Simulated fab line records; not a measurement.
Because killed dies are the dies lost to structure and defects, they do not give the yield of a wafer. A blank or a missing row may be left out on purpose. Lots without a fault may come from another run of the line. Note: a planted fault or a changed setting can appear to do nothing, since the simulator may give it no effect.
Which tool was responsible?    flow nand_harc    14 lots with 41 wafers sampled at 4 steps, on a route of 1159 steps

WHAT THE GAUGES READ, wafer by wafer
NHARC_A_ZERO_WELL_CD_MEAS_10 targets a cd of 2000 nm.
lot   measured      on         cd_nm (nm)
L438  day 6 14:44   cd_sem-02  2001.9 2000.5 2000.7
L440  day 7 04:37   cd_sem-01  2003.8 2001.5 1998.9
L442  day 7 06:48   cd_sem-02  2003.3 2004.0 2002.3
L441  day 7 07:35   cd_sem-03  2000.1 1999.5 2001.1
L444  day 8 03:58   cd_sem-02  1997.8 1997.5 1998.0
L445  day 8 08:44   cd_sem-01  1999.2 2000.0 1998.8
L448  day 9 10:06   cd_sem-03  1998.2 1998.5 1999.4
L449  day 9 16:09   cd_sem-02  1998.4 1998.3 2000.6
L450  day 9 17:41   cd_sem-02  1998.9 1999.7
L456  day 11 01:25  cd_sem-03  1999.4 1999.1 1999.2
L457  day 11 06:50  cd_sem-03  2001.7 2001.3 2000.2
L458  day 11 15:31  cd_sem-03  1998.2 2001.0 2001.2
L460  day 11 22:02  cd_sem-03  2000.7 2000.8 2001.0
L461  day 12 02:27  cd_sem-03  1999.8 2000.3 1998.3

NHARC_A_SOURCE_PLATE_THK_MEAS_09: measures by ellipsometry.
lot   measured      on             thk_nm (nm)
L438  day 6 21:38   film_metro-01  8.5 8.7 8.8
L440  day 7 14:31   film_metro-02  10.2 10.5 8.7
L442  day 7 14:31   film_metro-01  10.3 10.0 10.4
L441  day 7 14:31   film_metro-02  9.4 9.9 11.2
L444  day 8 15:44   film_metro-01  11.0 9.9 11.5
L445  day 8 15:44   film_metro-02  9.8 9.0 10.6
L448  day 9 19:44   film_metro-02  9.4 9.6 9.3
L449  day 10 03:03  film_metro-01  9.7 10.0 9.4
L450  day 10 03:03  film_metro-02  7.9 9.9
L456  day 11 10:08  film_metro-01  9.5 9.5 9.5
L457  day 11 13:32  film_metro-02  10.9 8.7 10.7
L458  day 12 01:31  film_metro-01  7.7 9.9 10.4
L460  day 12 07:07  film_metro-01  11.5 9.4 10.5
L461  day 12 11:22  film_metro-01  9.4 9.9 9.2

NHARC_A_ONON_D1_THK_MEAS_14: measures by ellipsometry.
lot   measured      on             thk_nm (nm)
L438  day 7 14:31   film_metro-01  994 994 995
L440  day 8 06:31   film_metro-01  985 985 984
L442  day 8 06:31   film_metro-02  991 991 990
L441  day 8 06:36   film_metro-01  1002 1002 1002
L444  day 9 07:40   film_metro-02  996 998 996
L445  day 9 07:53   film_metro-01  984 983 983
L448  day 10 11:51  film_metro-01  667 1009 1009
L449  day 10 20:38  film_metro-02  1007 1007 1008
L450  day 10 20:38  film_metro-01  655 994
L456  day 12 03:23  film_metro-02  989 991 992
L457  day 12 03:14  film_metro-02  1008 1010 1010
L458  day 12 17:34  film_metro-01  1015 1017 1016
L460  day 12 23:23  film_metro-01  1013 1013 1012
L461  day 13 03:19  film_metro-02  992 993 994

TOOL THAT RAN EACH LOT (tool first, then ch and the chambers of the sampled wafers, then the start)
lot   NHARC_A_ONON_D1_DEP_12
L438  pecvd_onon-04 ch 0, day 7 14:02
L440  pecvd_onon-01 ch 0, day 8 06:03
L442  pecvd_onon-03 ch 0, day 8 06:08
L441  pecvd_onon-04 ch 0, day 8 06:05
L444  pecvd_onon-04 ch 0, day 9 07:17
L445  pecvd_onon-03 ch 0, day 9 07:26
L448  pecvd_onon-03 ch 0, day 10 11:20
L449  pecvd_onon-04 ch 0, day 10 20:14
L450  pecvd_onon-03 ch 0, day 10 20:11
L456  pecvd_onon-01 ch 0, day 12 02:52
L457  pecvd_onon-04 ch 0, day 12 02:44
L458  pecvd_onon-01 ch 0, day 12 17:04
L460  pecvd_onon-03 ch 0, day 12 22:56
L461  pecvd_onon-03 ch 0, day 13 02:49
- NHARC_A_ONON_D1_DEP_12: target thk 1000 nm.

AS READ BY THE TOOLS THEMSELVES (means over the sampled wafers that have a number; for cases with no such wafer, the mark the record gives instead)
The record holds no such reading with a usual standard deviation.

THE ANSWER, worked out from the rows above alone
Rule: usual is defined by the lots themselves. The widest of any qualifying gaps counts: lots, ordered by their means at a reading, are off when they make up no more than a third of the lots, leave a main group of 4 or more, and stand apart from it by 3 or more times the standard deviation of that group's means. A main group is skipped when, at the precision printed for the reading in the tables above, its means are all equal. Also off: a lot with no number at a reading for which 4 or more lots have one. Where the step has rows for the other lots, those lots are counted as sound. First the gauges in route order, then the tools' own readings, where a lot's mean is used as printed above. The first step at which some lot is off is used, and at that step the reading that is off furthest; a lot without a number counts as furthest.
Off: L448, L450 (NHARC_A_ONON_D1_THK_MEAS_14, thk_nm). For the main group the mean is 998 nm and the standard deviation 10.
If a tool, at a process step before that reading, ran all the lots that are off and no sound lot after the first of them, it fits. The gauges at NHARC_A_ONON_D1_THK_MEAS_14 are tried like those tools. None of those tried fits.

WHAT HAD BEEN PUT IN BY THE SIMULATOR
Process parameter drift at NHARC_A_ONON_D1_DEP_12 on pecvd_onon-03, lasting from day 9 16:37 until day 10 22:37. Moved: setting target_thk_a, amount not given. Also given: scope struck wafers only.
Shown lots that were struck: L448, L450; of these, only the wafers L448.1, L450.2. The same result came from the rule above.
